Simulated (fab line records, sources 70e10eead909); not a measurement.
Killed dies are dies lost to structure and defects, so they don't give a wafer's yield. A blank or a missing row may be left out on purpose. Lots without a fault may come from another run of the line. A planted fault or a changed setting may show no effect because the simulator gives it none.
One fault seen from 2 desks | flow nand_harc | each desk has only its own numbers; what lay behind them comes last

THE METROLOGY DESK
What the gauges read, lot by lot, whatever tool the lot ran on: means of the sampled wafers that have a number. A lot is out of limits, marked OUT, if its mean lies more than 4 standard deviations from the usual mean; the brackets give that distance.
Columns: A = thk_nm at NHARC_A_SGD_CUT_THK_MEAS_22, usual 148.1 nm; B = overlay_x_nm at NHARC_A_SLIT_OVL_MEAS_10, usual 0.2 nm; C = overlay_y_nm at NHARC_A_SLIT_OVL_MEAS_10, usual 0.2 nm
lot  | first seen here | A     | B    | C
L104 | day 13 13:44    | 148.7 | 0.6  | 1.0
L107 | day 14 08:32    | 148.9 | -0.0 | -0.8
L106 | day 14 23:23    | 148.9 | -1.1 | 0.5
L108 | day 14 23:23    | 147.1 | -0.9 | -0.1
L109 | day 15 09:29    | 147.8 | 0.7  | -0.7
L111 | day 15 09:29    | 148.0 | -0.6 | -0.6
L114 | day 16 09:08    | 147.1 | 0.7  | 1.1
L120 | day 17 21:26    | 147.2 | 0.8  | -0.4
L119 | day 18 03:32    | 149.5 | -0.2 | 0.1
L121 | day 18 03:32    | 147.9 | 1.0  | 0.3
L124 | day 19 10:09    | 147.5 | 1.1  | 0.3
L125 | day 19 23:46    | 148.5 | 0.7  | -0.0
This desk's finding: nothing out of limits on any of the 12 lots.

THE TOOL OWNER'S DESK: rie_diel-13
The tool's own readings at NHARC_A_SLIT_ETCH_15 (etches the open film in O2/COS, target depth 3200 nm, time 832 s): means of the sampled wafers that have a number, for each lot that ran on this tool. A lot is out of limits, marked OUT, if its mean lies more than 4 standard deviations from the usual mean; the brackets give that distance.
Columns: A = drypump_motor_current_A at NHARC_A_SLIT_ETCH_15, usual 5.9 A; B = oes_product_au at NHARC_A_SLIT_ETCH_15, usual 0.999 a.u.; C = rf_vpp_V at NHARC_A_SLIT_ETCH_15, usual 314.7 V; D = run_length_s at NHARC_A_SLIT_ETCH_15, usual 853.5 s; E = showerhead_plenum_p_Torr at NHARC_A_SLIT_ETCH_15, usual 3.15 Torr; F = throttle_valve_pct at NHARC_A_SLIT_ETCH_15, usual 28.329 %
lot  | first seen here | A   | B     | C     | D                       | E    | F
L104 | day 14 00:25    | 6.0 | 0.993 | 315.0 | 853.8                   | 3.16 | 28.329
L106 | day 15 04:47    | 5.4 | 0.985 | 315.5 | 853.6                   | 3.23 | 28.329
L111 | day 15 13:41    | 5.7 | 0.993 | 314.7 | 853.9                   | 3.15 | 28.329
L109 | day 15 14:12    | 5.7 | 0.992 | 317.4 | 853.5                   | 3.28 | 28.330
L121 | day 18 08:22    | 6.0 | 0.996 | 314.6 | 767.0 (-99 or more) OUT | 3.16 | 28.319
This desk's finding: out of limits on L121; first on L121, day 18 08:22 (run_length_s at NHARC_A_SLIT_ETCH_15). In limits: L104, L106, L111, L109.

PUT TOGETHER
The tool owner's desk could have raised an alarm at day 18 08:22, on L121.
The metrology desk saw nothing out of limits.
The metrology desk has L121 on record, within its limits.
Of the lots named, all ran NHARC_A_SLIT_ETCH_15 on rie_diel-13.

WHAT THE SIMULATOR HAD PUT IN
Process parameter drift: rie_diel-13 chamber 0, from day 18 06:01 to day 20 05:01, at NHARC_A_SLIT_ETCH_15. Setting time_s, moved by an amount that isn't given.
Lots struck among those shown: L121.
Hours from the fault's start to each desk's first reading out of limits: the tool owner's desk, 2.
